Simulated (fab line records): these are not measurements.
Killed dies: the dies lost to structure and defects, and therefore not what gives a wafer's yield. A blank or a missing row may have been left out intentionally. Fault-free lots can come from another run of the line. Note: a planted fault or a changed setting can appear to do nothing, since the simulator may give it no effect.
Which of the tools did it?	flow n5-finfet	8 lots, 24 wafers sampled, at 6 steps of a route of 1938

WHAT THE GAUGES READ, wafer by wafer
N5_MOL_CONTACT_COAG_OVL_MEAS_41. Usual: VD_OVL 0.3 nm, standard deviation 0.62.
lot	measured	on	VD_OVL (nm)	flag
L638	day 5 10:46	overlay-02	1.0 1.4 1.0	
L640	day 5 21:53	overlay-02	1.3 -0.7 1.2	
L641	day 6 03:42	overlay-01	0.6 0.8 0.3	
L645	day 7 07:41	overlay-02	0.0 -0.3 1.3	
L647	day 7 16:46	overlay-02	5.1 4.4 5.0	OFF
L648	day 8 02:13	overlay-02	5.5 6.1 6.0	OFF
L651	day 8 19:52	overlay-01	-0.3 0.6 -0.3	
L659	day 10 15:44	overlay-01	-0.8 -0.6 0.4	

N5_BEOL_M4_RC_MEAS_101. Usual: DIBL_N 36.6 mV/V, standard deviation 1.9; DIBL_P 36.7 mV/V, standard deviation 2.2; IOFF_N 0.16 nA/um, standard deviation 0.035; IOFF_P 0.22 nA/um, standard deviation 0.038; ION_N 672 uA/um, standard deviation 14; ION_P 462 uA/um, standard deviation 8.3; SS_N 71.6 mV/dec, standard deviation 0.65; SS_P 73.5 mV/dec, standard deviation 0.72; VT_N 250 mV, standard deviation 3.5; VT_P -250 mV, standard deviation 3.1.
lot	measured	on	DIBL_N (mV/V)	DIBL_P (mV/V)	IOFF_N (nA/um)	IOFF_P (nA/um)	ION_N (uA/um)	ION_P (uA/um)	SS_N (mV/dec)	SS_P (mV/dec)	VT_N (mV)	VT_P (mV)	flag
L638	day 9 10:38	prober-02	37.8 42.0 34.8	36.2 40.1 33.9	0.15 0.27 0.13	0.21 0.27 0.18	666 682 680	459 458 468	71.6 73.9 71.1	72.7 74.7 72.6	250 245 252	-249 -249 -251	
L640	day 9 21:14	prober-02	35.1 36.8 35.6	35.1 37.9 36.8	0.14 0.16 0.15	0.18 0.22 0.21	679 668 680	466 460 469	71.7 71.1 70.9	72.6 74.0 72.8	252 253 250	-252 -251 -249	
L641	day 9 15:41	prober-02	36.5 34.4 33.4	36.7 34.7 32.6	0.15 0.12 0.11	0.19 0.16 0.14	653 667 650	448 453 442	71.6 71.0 70.7	73.3 72.7 71.6	254 254 257	-258 -257 -257	
L645	day 10 22:46	prober-01	36.2 36.9 35.3	36.5 37.1 35.5	0.14 0.16 0.13	0.21 0.23 0.20	674 673 674	459 467 465	71.4 71.7 71.0	73.3 74.2 73.5	256 251 251	-252 -245 -250	
L647	day 11 17:17	prober-02	34.1 33.8 33.7	33.4 32.8 32.6	0.13 0.12 0.12	0.17 0.16 0.16	650 656 642	448 454 439	71.7 71.4 71.3	72.8 72.9 72.9	254 256 258	-253 -253 -251	
L648	day 11 14:56	prober-01	32.7 36.4 33.4	34.8 38.2 34.6	0.12 0.18 0.12	0.18 0.23 0.18	655 670 665	459 466 460	70.9 72.2 71.6	72.7 73.1 72.6	252 249 253	-252 -249 -252	
L651	day 12 15:44	prober-02	34.9 36.9 36.8	35.8 37.6 38.6	0.13 0.18 0.17	0.18 0.22 0.24	671 673 672	456 454 463	72.0 72.6 71.8	73.1 73.7 73.5	253 250 249	-253 -250 -248	
L659	day 14 07:49	prober-02	38.0 39.0 37.8	37.2 39.1 36.6	0.19 0.23 0.18	0.26 0.31 0.25	699 682 674	472 467 463	71.8 71.8 72.4	73.5 74.1 73.6	249 245 248	-244 -244 -245	

WHICH TOOL RAN EACH LOT (tool, then ch and the chambers of the sampled wafers, then the start)
lot	N5_MOL_CONTACT_COAG_ETCH_90	N5_MOL_CONTACT_COAG_ETCHBACK_135	N5_MOL_CONTACT_COAG_EXPOSE_37	N5_MOL_CONTACT_COAG_ALD_133
L638	rie-diel-04 ch 1,2,3, day 5 09:40	rie-diel-05 ch 2,3, day 5 10:03	euv-scanner-01 ch 0, day 5 10:36	ald-sin-02 ch 0,1,2, day 5 11:10
L640	rie-diel-05 ch 0,2, day 5 20:37	rie-diel-05 ch 1,2, day 5 21:02	euv-scanner-02 ch 0, day 5 21:43	ald-sin-03 ch 1,2,3, day 5 22:41
L641	rie-diel-05 ch 0,1, day 6 02:34	rie-diel-02 ch 0,1,2, day 6 02:59	euv-scanner-02 ch 0, day 6 03:31	ald-sin-02 ch 1,3, day 6 03:56
L645	rie-diel-05 ch 0,2,3, day 7 06:28	rie-diel-04 ch 2,3, day 7 06:57	euv-scanner-01 ch 0, day 7 07:31	ald-sin-01 ch 1,2, day 7 08:11
L647	rie-diel-04 ch 0,1,3, day 7 15:32	rie-diel-02 ch 0,1,2, day 7 15:55	euv-scanner-02 ch 0, day 7 16:35	ald-sin-03 ch 0,2,3, day 7 16:59
L648	rie-diel-04 ch 0,2,3, day 8 01:07	rie-diel-05 ch 0,1,3, day 8 01:28	euv-scanner-02 ch 0, day 8 02:04	ald-sin-03 ch 0,2,3, day 8 03:29
L651	rie-diel-05 ch 1,2,3, day 8 18:20	rie-diel-02 ch 0,2,3, day 8 19:05	euv-scanner-01 ch 0, day 8 19:41	ald-sin-03 ch 0,1,3, day 8 20:14
L659	rie-diel-04 ch 1,2,3, day 10 14:28	rie-diel-04 ch 0,1,3, day 10 14:53	euv-scanner-01 ch 0, day 10 15:34	ald-sin-03 ch 0,1, day 10 15:58
- N5_MOL_CONTACT_COAG_ETCH_90: etches SiARC in CF4, target depth 13 nm, time 21.7 s.
- N5_MOL_CONTACT_COAG_ETCHBACK_135: etches SiO2 in CHF3, target depth 25 nm, time 16.7 s.
- N5_MOL_CONTACT_COAG_EXPOSE_37: exposes mask VD, defocus 0 nm.
- N5_MOL_CONTACT_COAG_ALD_133: deposits SiO2, target thk 5 nm, pulse time 1 s, co reactant pulse time 1 s.

AS READ BY THE TOOLS THEMSELVES (means over the sampled wafers that have a number; for cases with no such wafer, the mark the record gives instead)
N5_MOL_CONTACT_COAG_ETCH_90. Usual: drypump-motor-current-A 5.8 A, standard deviation 0.42; etch-rf-on-time-s 22.2 s, standard deviation 0.71; oes-product-au 0.62 a.u., standard deviation 0.04; rf-vpp-V 184.1 V, standard deviation 1.2; showerhead-plenum-p-Torr 2.13 Torr, standard deviation 0.071; throttle-valve-pct 15.73 %, standard deviation 0.22.
lot	tool	drypump-motor-current-A (A)	etch-rf-on-time-s (s)	oes-product-au (a.u.)	rf-vpp-V (V)	showerhead-plenum-p-Torr (Torr)	throttle-valve-pct (%)	flag
L638	rie-diel-04	5.7	22.0	0.62	184.7	2.16	15.80	
L640	rie-diel-05	5.6	22.7	0.61	185.2	2.16	15.78	
L641	rie-diel-05	5.9	23.1	0.60	183.2	2.10	15.92	
L645	rie-diel-05	5.7	22.0	0.63	184.7	2.16	15.72	
L647	rie-diel-04	5.5	22.1	0.63	184.2	2.17	15.78	
L648	rie-diel-04	5.8	21.8	0.64	183.4	2.11	15.60	
L651	rie-diel-05	6.0	22.1	0.61	184.5	2.13	15.71	
L659	rie-diel-04	5.7	22.4	0.59	183.9	2.15	15.88	

N5_MOL_CONTACT_COAG_ETCHBACK_135. Usual: drypump-motor-current-A 5.8 A, standard deviation 0.44; oes_ar_750_au 0.73 a.u., standard deviation 0.048; oes_f_703_au 0.73 a.u., standard deviation 0.052; oes-product-au 0.73 a.u., standard deviation 0.051; rf-vpp-V 527 V, standard deviation 9.1; showerhead-plenum-p-Torr 2.38 Torr, standard deviation 0.081; throttle-valve-pct 18.81 %, standard deviation 0.25.
lot	tool	drypump-motor-current-A (A)	oes_ar_750_au (a.u.)	oes_f_703_au (a.u.)	oes-product-au (a.u.)	rf-vpp-V (V)	showerhead-plenum-p-Torr (Torr)	throttle-valve-pct (%)	flag
L638	rie-diel-05	5.7	0.76	0.76	0.76	527	2.43	18.56	
L640	rie-diel-05	6.2	0.71	0.70	0.69	526	2.33	18.81	
L641	rie-diel-02	6.0	0.76	0.76	0.76	529	2.41	18.72	
L645	rie-diel-04	5.8	0.72	0.72	0.72	522	2.40	18.94	
L647	rie-diel-02	6.0	0.75	0.75	0.75	528	2.41	18.73	
L648	rie-diel-05	6.1	0.71	0.71	0.70	531	2.33	18.98	
L651	rie-diel-02	5.7	0.74	0.74	0.74	534	2.37	18.70	
L659	rie-diel-04	5.6	0.71	0.71	0.71	520	2.40	18.91	

N5_MOL_CONTACT_COAG_ALD_133. Usual: heater-power-w 81 W, standard deviation 6.7; precursor-pulse-height-rel 0.998, standard deviation 0.02.
lot	tool	heater-power-w (W)	precursor-pulse-height-rel	flag
L638	ald-sin-02	85	1.007	
L640	ald-sin-03	80	1.010	
L641	ald-sin-02	83	1.018	
L645	ald-sin-01	79	0.990	
L647	ald-sin-03	75	1.002	
L648	ald-sin-03	75	0.995	
L651	ald-sin-03	78	0.989	
L659	ald-sin-03	74	1.010	

THE ANSWER, worked out from the rows above alone
Rule: a lot is off if the mean of its wafers that have a number lies more than 3 standard deviations from the usual mean. Also off: a lot with no number at a reading for which 4 or more lots have one. All remaining lots with rows at the step are treated as sound. First the gauges in route order, then the tools' own readings, where a lot's mean is used as printed above. At the first step where some lot is off, the reading lying furthest off is the one used; lots without a number count as furthest.
Off: at N5_MOL_CONTACT_COAG_OVL_MEAS_41 (VD_OVL), L647, L648.
If a tool, at a process step before that reading, ran all the lots that are off and no sound lot after the first of them, it fits. The gauges at N5_MOL_CONTACT_COAG_OVL_MEAS_41 are tried like those tools. 2 tools fit, euv-scanner-02 at N5_MOL_CONTACT_COAG_EXPOSE_37 and overlay-02 at N5_MOL_CONTACT_COAG_OVL_MEAS_41, so this cannot tell which one it is.

WHAT THE SIMULATOR PUT IN
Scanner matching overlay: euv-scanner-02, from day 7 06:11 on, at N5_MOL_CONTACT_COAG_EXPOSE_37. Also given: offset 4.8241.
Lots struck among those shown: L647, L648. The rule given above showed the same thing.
